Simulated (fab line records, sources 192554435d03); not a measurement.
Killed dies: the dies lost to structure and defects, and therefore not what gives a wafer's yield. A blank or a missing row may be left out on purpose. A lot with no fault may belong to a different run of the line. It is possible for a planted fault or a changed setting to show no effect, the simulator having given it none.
Lot-split experiment / flow n5 finfet / on a route of 1938 steps: 7 lots, 21 wafers read

THE SPLIT ITSELF
At N5_SDB_COAT_03 (time 60 s, resist thk 100 nm), the setting spin rpm was moved away from the recipe's 1500 rpm on 8 of the 21 wafers read, by -4.3% to +11.0%. For the rest of the wafers, this setting stayed at what the recipe calls for.

FROM THE SPLIT TO THE READING: what the file shows between them, 7 steps
- N5_SDB_COAT_04: time 60 s, resist thk 18 nm
- N5_SDB_COAT_05: resist thk 90 nm
- N5_SDB_DESCUM_16: chemistry O2, time 7.9 s
- N5_SDB_ETCH_17: etches SiARC in CF4, target depth 23.4 nm, time 39 s
- N5_SDB_ETCH_18: etches SOC in N2/H2, target depth 100 nm, overetch 20 nm, time 150 s
- N5_SDB_STRIP_19: strips in N2/H2
- N5_SDB_STRIP_21: strips in CF4

THE READING
SOC_of_SDB_COAT_03.thk nm (the simulator's own value, which no gauge read), in nm, at N5_SDB_HM_OPEN_20 (chemistry CH3F/O2, target SiNx, stops on poly-Si, target depth 24 nm). The file does not state a usual value for it. Average 84.1 nm, standard deviation 0.35 nm, over the 13 wafers here run with the recipe.

wafer=L078.1; tool, chamber at the split=litho track-01, 0; spin rpm as run, rpm=1436; against the recipe=-4.3%; SOC_of_SDB_COAT_03.thk nm, nm=85.8; against lot-mates on the recipe=+2.2
wafer=L078.6; tool, chamber at the split=litho track-01, 0; spin rpm as run, rpm=1436; against the recipe=-4.3%; SOC_of_SDB_COAT_03.thk nm, nm=85.8; against lot-mates on the recipe=+2.2
wafer=L078.4; tool, chamber at the split=litho track-01, 0; spin rpm as run, rpm=1500; against the recipe=recipe; SOC_of_SDB_COAT_03.thk nm, nm=83.6; against lot-mates on the recipe=-
wafer=L079.2; tool, chamber at the split=litho track-05, 0; spin rpm as run, rpm=1500; against the recipe=recipe; SOC_of_SDB_COAT_03.thk nm, nm=84.2; against lot-mates on the recipe=-
wafer=L079.3; tool, chamber at the split=litho track-05, 0; spin rpm as run, rpm=1500; against the recipe=recipe; SOC_of_SDB_COAT_03.thk nm, nm=83.6; against lot-mates on the recipe=-
wafer=L079.5; tool, chamber at the split=litho track-05, 0; spin rpm as run, rpm=1500; against the recipe=recipe; SOC_of_SDB_COAT_03.thk nm, nm=84.4; against lot-mates on the recipe=-
wafer=L082.4; tool, chamber at the split=litho track-04, 0; spin rpm as run, rpm=1500; against the recipe=recipe; SOC_of_SDB_COAT_03.thk nm, nm=83.8; against lot-mates on the recipe=-
wafer=L082.5; tool, chamber at the split=litho track-04, 0; spin rpm as run, rpm=1500; against the recipe=recipe; SOC_of_SDB_COAT_03.thk nm, nm=84.4; against lot-mates on the recipe=-
wafer=L082.6; tool, chamber at the split=litho track-04, 0; spin rpm as run, rpm=1665; against the recipe=+11.0%; SOC_of_SDB_COAT_03.thk nm, nm=78.6; against lot-mates on the recipe=-5.5
wafer=L083.2; tool, chamber at the split=litho track-01, 0; spin rpm as run, rpm=1627; against the recipe=+8.5%; SOC_of_SDB_COAT_03.thk nm, nm=80; against lot-mates on the recipe=-4.4
wafer=L083.4; tool, chamber at the split=litho track-01, 0; spin rpm as run, rpm=1500; against the recipe=recipe; SOC_of_SDB_COAT_03.thk nm, nm=84.8; against lot-mates on the recipe=-
wafer=L083.6; tool, chamber at the split=litho track-01, 0; spin rpm as run, rpm=1500; against the recipe=recipe; SOC_of_SDB_COAT_03.thk nm, nm=84; against lot-mates on the recipe=-
wafer=L086.3; tool, chamber at the split=litho track-04, 0; spin rpm as run, rpm=1500; against the recipe=recipe; SOC_of_SDB_COAT_03.thk nm, nm=84; against lot-mates on the recipe=-
wafer=L086.5; tool, chamber at the split=litho track-04, 0; spin rpm as run, rpm=1500; against the recipe=recipe; SOC_of_SDB_COAT_03.thk nm, nm=84; against lot-mates on the recipe=-
wafer=L086.6; tool, chamber at the split=litho track-04, 0; spin rpm as run, rpm=1500; against the recipe=recipe; SOC_of_SDB_COAT_03.thk nm, nm=84; against lot-mates on the recipe=-
wafer=L093.1; tool, chamber at the split=litho track-05, 0; spin rpm as run, rpm=1640; against the recipe=+9.3%; SOC_of_SDB_COAT_03.thk nm, nm=80; against lot-mates on the recipe=-4.4
wafer=L093.5; tool, chamber at the split=litho track-05, 0; spin rpm as run, rpm=1640; against the recipe=+9.3%; SOC_of_SDB_COAT_03.thk nm, nm=80; against lot-mates on the recipe=-4.4
wafer=L093.6; tool, chamber at the split=litho track-05, 0; spin rpm as run, rpm=1500; against the recipe=recipe; SOC_of_SDB_COAT_03.thk nm, nm=84.4; against lot-mates on the recipe=-
wafer=L097.1; tool, chamber at the split=litho track-01, 0; spin rpm as run, rpm=1634; against the recipe=+8.9%; SOC_of_SDB_COAT_03.thk nm, nm=79.8; against lot-mates on the recipe=-3.8
wafer=L097.5; tool, chamber at the split=litho track-01, 0; spin rpm as run, rpm=1500; against the recipe=recipe; SOC_of_SDB_COAT_03.thk nm, nm=83.6; against lot-mates on the recipe=-
wafer=L097.6; tool, chamber at the split=litho track-01, 0; spin rpm as run, rpm=1634; against the recipe=+8.9%; SOC_of_SDB_COAT_03.thk nm, nm=80; against lot-mates on the recipe=-3.6

THE FIT
A straight line over all 21 wafers: SOC_of_SDB_COAT_03.thk nm changes by -0.458 nm for each +1% of spin rpm; r = -0.99; the points scatter about the line by 0.33 nm.
The same after taking each lot's own level away (the mean of its wafers on the recipe; 21 wafers): -0.473 nm for each +1%; r = -0.99; scatter 0.3 nm.
Per that fit: largest spin rpm move, reading shift of 5.2 nm.
The span of the lots' own levels, 83.60 to 84.40 nm, comes to 2.3 times the standard deviation stated above.
So the lot-to-lot level changes the slope little: the two slopes agree.
Check: for one of the wafers moved furthest among these (+11.0%), held out of the fit, the line's prediction against its lot-mates is -5.08 nm. It came out at -5.5 nm against them.

THE WHOLE CHAIN: every reading that the file lists as answering this split, in the file's order
step=N5_SDB_COAT_03; what it does=time 60 s, resist thk 100 nm; reading=SOC_of_SDB_COAT_03.thk nm (the simulator's own value, which no gauge read); change (the file's fit)=-0.467 nm for each +1% of the setting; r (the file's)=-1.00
step=N5_SDB_ETCH_18; what it does=etches SOC in N2/H2, target depth 100 nm, overetch 20 nm, time 150 s; reading=etch.depth nm (the simulator's own value, which no gauge read); change (the file's fit)=-0.468 nm for each +1% of the setting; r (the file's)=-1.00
step=N5_SDB_HM_OPEN_20; what it does=chemistry CH3F/O2, target SiNx, stops on poly-Si, target depth 24 nm; reading=SOC_of_SDB_COAT_03.thk nm (the simulator's own value, which no gauge read); change (the file's fit)=-0.48 nm for each +1% of the setting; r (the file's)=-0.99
step=N5_SDB_STRIP_22; what it does=strips in N2/H2; reading=strip time to endpoint s; change (the file's fit)=withheld for each +1% of the setting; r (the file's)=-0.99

THE FILE'S OWN FIT
SOC_of_SDB_COAT_03.thk nm changes by -0.48 nm for each +1% of spin rpm, r = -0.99.
